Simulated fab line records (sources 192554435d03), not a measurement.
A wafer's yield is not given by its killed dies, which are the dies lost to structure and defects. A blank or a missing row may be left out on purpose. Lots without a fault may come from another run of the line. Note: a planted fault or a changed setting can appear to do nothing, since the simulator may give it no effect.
A struck lot beside a sound one    flow n5 finfet    21 out of 1938 route steps
Sound: wafers L698.2, L698.3, L698.6. The struck wafers were L685.4, L685.6. The cause is named last.
For every step that has rows: the tool of each side, followed by ch and its chambers, followed by its first start. Under that, the readings that differ: sound wafers    struck wafers    difference of the means    sigmas: that difference in standard deviations of wafers without a fault.
alike: readings whose means differ by less than 2 such deviations, and words and numbers that are the same on both sides. not compared: withheld readings, readings that some wafer has no value for, bounds like >300 that may hide the same value, and numbers for which the record gives no deviation and whose values overlap.
The two part at a step that has a row with sigmas, a row that says differs or no value, or rows on one side only. Numbers that don't overlap but have no deviation are shown without sigmas and don't part them. A reading that every wafer of one side lacks parts them only if that side has two wafers or more.

first, 9 steps without rows for these wafers: N5_BEOL_M0_SAQP_EBR_10; N5_BEOL_M0_SAQP_SOFTBAKE_09 (time 60 s); N5_BEOL_M0_SAQP_EXPOSE_11 (exposes mask M0 CORE, target cd 42 nm); N5_BEOL_M0_SAQP_PEB_12 (peb time 60 s); N5_BEOL_M0_SAQP_DEVELOP_13 (develop time 30 s); N5_BEOL_M0_SAQP_DESCUM_19 (chemistry O2, time 7.9 s); N5_BEOL_M0_SAQP_ETCH_83 (etches SiARC in CF4, target depth 39 nm, time 65 s); N5_BEOL_M0_SAQP_ETCH_84 (etches SOC in N2/H2, target depth 100 nm, overetch 20 nm, time 150 s); N5_BEOL_M0_SAQP_STRIP_80 (strips in N2/H2).
N5_BEOL_M0_SAQP_HM_OPEN_112: chemistry CHF3/O2, target SiO2, stops on a-Si, target depth 12 nm, time 13.5 s.
  sound on rie diel-05 ch 1,2,3, day 11 04:43; struck on rie diel-01 ch 1,2, day 7 21:06
reading                                          sound              struck     difference  sigmas
model.SiARC_of_BEOL_M0_SAQP_COAT_82.thk nm (nm)  7 5.6 5.6          0 0        -6          
model.SOC_of_BEOL_M0_SAQP_COAT_81.thk nm (nm)    100.6 100.6 100.4  98.4 96.2  -3.2        
model.a-Si_of_BEOL_M0_SAQP_PECVD_04.thk nm (nm)  61 60 60.4         57.8 57.2  -3.0        
  alike: chamber pressure mTorr, drypump motor current A, oes product au, rf vpp V, showerhead plenum p Torr, throttle valve pct
  not compared: rf hours counter h
then, 1 step without rows for these wafers: N5_BEOL_M0_SAQP_STRIP_113 (strips in CHF3/O2).
N5_BEOL_M0_SAQP_MANDREL_ETCH_20: etches a-Si in HBr/Cl2, stops on SiNx, target depth 60 nm, bt time 10 s, time 30 s.
  sound on rie si-03 ch 0,1,3, day 11 04:48; struck on rie si-01 ch 0,3, day 7 21:10
reading                                        sound              struck       difference  sigmas
model.SOC_of_BEOL_M0_SAQP_COAT_81.thk nm (nm)  76.4 76.6 76.2     74.4 72      -3.2        
model.etch.depth nm (nm)                       61.02 60.07 60.31  57.88 57.26  -2.90       
  alike: chamber pressure mTorr, drypump motor current A, he backside leak sccm, oes product au, throttle valve pct
  not compared: rf hours counter h
then, 5 steps without rows for these wafers: N5_BEOL_M0_SAQP_STRIP_86 (strips in N2/H2); N5_BEOL_M0_SAQP_STRIP_115 (strips in post etch residue remover, time 60 s); N5_BEOL_M0_SAQP_SRD_93 (time 30 s); N5_BEOL_M0_SAQP_RECESS_114 (chemistry HF/NH3, target SiO2, target depth 14.4 nm, afs cycles 3, sublimation time 60 s); N5_BEOL_M0_SAQP_SPACER1_ALD_98 (deposits SiO2, target thk 12.8 nm, pulse time 1 s, purge time 2 s).
N5_BEOL_M0_SAQP_SPACER1_ETCHBACK_99: etches SiO2 in CHF3/O2, target depth 15.4 nm, time 7.7 s.
  sound on rie diel-01 ch 0,3, day 11 06:02; struck on rie diel-01 ch 1,2, day 7 22:34
reading                                          sound           struck     difference  sigmas
model.a-Si_of_BEOL_M0_SAQP_PECVD_04.thk nm (nm)  60.4 59.4 59.8  57.2 56.6  -3.0        
  alike: chamber pressure mTorr, drypump motor current A, oes product au, rf vpp V, showerhead plenum p Torr, throttle valve pct
  not compared: rf hours counter h
then, 1 step without rows for these wafers: N5_BEOL_M0_SAQP_MANDREL1_REMOVE_100 (chemistry HBr/Cl2/O2, target a-Si, stops on SiNx, bt time 10 s).
-- record jumps: 3 days separate the struck wafers' starts on either side; left off in module BEOL_M0_SAQP, taken up again in module BEOL_M4, whose first shown step is the route's number 1111 --
N5_BEOL_M4_RC_MEAS_101:
  sound on prober-02 ch 0, day 16 15:40; struck on prober-01 ch 0, day 11 04:23
  alike: DIBL_N, DIBL_P, IOFF_N, IOFF_P, ION_N, ION_P, SS_N, SS_P, VT_N, VT_P
-- the record jumps here: 5 days lie between the struck wafers' starts before and after (it left off in module BEOL_M4 and takes up again in module PASSIVATION, whose first step shown is number 1936 of the route) --
N5_PASSIVATION_PROBE_49:
  sound on prober-02 at day 21 20:30; struck on prober-01 at day 15 20:54
  alike: defect limited yield, killed_at_M0_to_M3, killed_at_M4_up, killed at contacts, killed at front end, killed at other, killed dies, killed open, killed short, sort_bin_4_leakage, sort_bin_5_function, sort_bin_6_memory, sort n pass, sort yield pct

== WHERE THEY PART ==
Nowhere in this record.

WHY: whatever the simulator had introduced
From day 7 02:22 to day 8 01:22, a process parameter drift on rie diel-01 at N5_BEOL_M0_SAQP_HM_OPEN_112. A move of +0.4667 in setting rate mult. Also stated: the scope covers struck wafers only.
